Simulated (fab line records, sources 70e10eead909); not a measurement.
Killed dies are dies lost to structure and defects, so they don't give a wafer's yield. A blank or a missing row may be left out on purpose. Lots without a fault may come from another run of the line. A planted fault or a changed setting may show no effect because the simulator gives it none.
A struck lot beside a sound one | flow nand_harc | 15 steps out of a route of 1302
Sound: wafers L804.1, L804.5, L804.6. Struck: wafers L799.1, L799.3, L799.5. The cause comes at the end.
At each step with rows: each side's tool, then ch and its chambers, then its first start. Under that, the readings that differ: sound wafers | struck wafers | difference of the means | sigmas: that difference in standard deviations of wafers without a fault.
alike: readings whose means differ by less than 2 such deviations, and words and numbers that are the same on both sides. not compared: withheld readings, readings that some wafer has no value for, bounds like >300 that may hide the same value, and numbers for which the record gives no deviation and whose values overlap.
The two part at a step that has a row with sigmas, a row that says differs or no value, or rows on one side only. Numbers that don't overlap but have no deviation are shown without sigmas and don't part them. A reading that every wafer of one side lacks parts them only if that side has two wafers or more.

first, 3 steps without rows for these wafers: NHARC_P_CONTACT_ETCH_36 (etches the open film in N2/H2, target depth 260 nm, time 406.25 s); NHARC_P_CONTACT_ETCH_18 (etches the open film in C4F8/O2/Ar, target depth 481 nm, time 240.5 s); NHARC_P_CONTACT_STRIP_37 (strips in C4F8/O2/Ar).
NHARC_P_CONTACT_ETCH_31: etches the open film in CH3F/O2, target depth 30 nm, time 85.7 s.
  sound on rie_diel-01 ch 0,1,2; struck on rie_diel-04 ch 0,2,3
  alike: drypump_motor_current_A, oes_product_au, rf_vpp_V, showerhead_plenum_p_Torr, throttle_valve_pct
  not compared: rf_hours_counter_h
NHARC_P_CONTACT_CD_MEAS_19:
  sound on cd_sem-02, day 12 17:00; struck on cd_sem-02, day 10 10:25
  alike: cd_nm
NHARC_P_CONTACT_STRIP_28: strips in O2.
  sound on rie_diel-05 ch 2,3, day 12 17:05; struck on rie_diel-01 ch 0,2,3, day 10 10:29
  alike: drypump_motor_current_A, oes_product_au, rf_vpp_V, showerhead_plenum_p_Torr, throttle_valve_pct
  not compared: rf_hours_counter_h
then, 1 step without rows for these wafers: NHARC_P_CONTACT_STRIP_29 (strips in post etch residue remover, time 1200 s).
NHARC_P_CONTACT_DEGAS_38: time 60 s.
  sound on pvd_sputter-01, day 12 17:44; struck on pvd_sputter-03, day 10 11:07
  alike: heater_power_w, susceptor_temp_C
then, 2 steps without rows for these wafers: NHARC_P_CONTACT_PRE_CLEAN_39 (time 19.5 s); NHARC_P_CONTACT_PVD_32 (deposits Ti, target thk 5 nm, time 17.7 s).
NHARC_P_CONTACT_ALD_22: deposits TiN, target thk 3 nm, pulse time 1 s, ald cycles 150.
  sound on ald_metal-04 ch 0,1, day 12 17:58; struck on ald_metal-01 ch 1,2, day 10 11:22
  alike: heater_power_w, precursor_pulse_height_rel, susceptor_temp_C
NHARC_P_CONTACT_CVD_23: deposits W, target thk 200 nm, time 557 s.
  sound on cvd_w-01 ch 0,1; struck on cvd_w-02 ch 1
  reading              | sound       | struck               | difference                   | sigmas
  heater_power_w (W)   | 520 520 485 | 460 452 447          | -55                          | -2
  susceptor_temp_C (C) | - - -       | 300.20 300.18 300.50 | no value on the sound wafers |
  alike: throttle_valve_pct
NHARC_P_CONTACT_CMP_24: polishes, t overpolish 30 s, target thk 200 nm.
  sound on cmp-03 ch 0,1,3, day 12 18:52; struck on cmp-02 ch 1,3, day 10 12:13
  no value came back on the struck wafers for any of 5 readings (edge_zone_pressure_frac, motor_current_A (A) and others); on the sound wafers edge_zone_pressure_frac reads 1.006 0.999 1.003
then, 1 step without rows for these wafers: NHARC_P_CONTACT_SRD_26.
NHARC_P_CONTACT_INSPECT_27:
  sound on defect_inspect-02, day 12 19:13; struck on defect_inspect-01, day 10 12:37
  reading          | sound       | struck         | difference | sigmas
  raw_defect_count | 231 191 175 | 2364 2331 2394 | +2164      | +22

WHERE THEY PART
First at NHARC_P_CONTACT_CVD_23; last, within this record, at NHARC_P_CONTACT_INSPECT_27.

WHY: what the simulator had put in
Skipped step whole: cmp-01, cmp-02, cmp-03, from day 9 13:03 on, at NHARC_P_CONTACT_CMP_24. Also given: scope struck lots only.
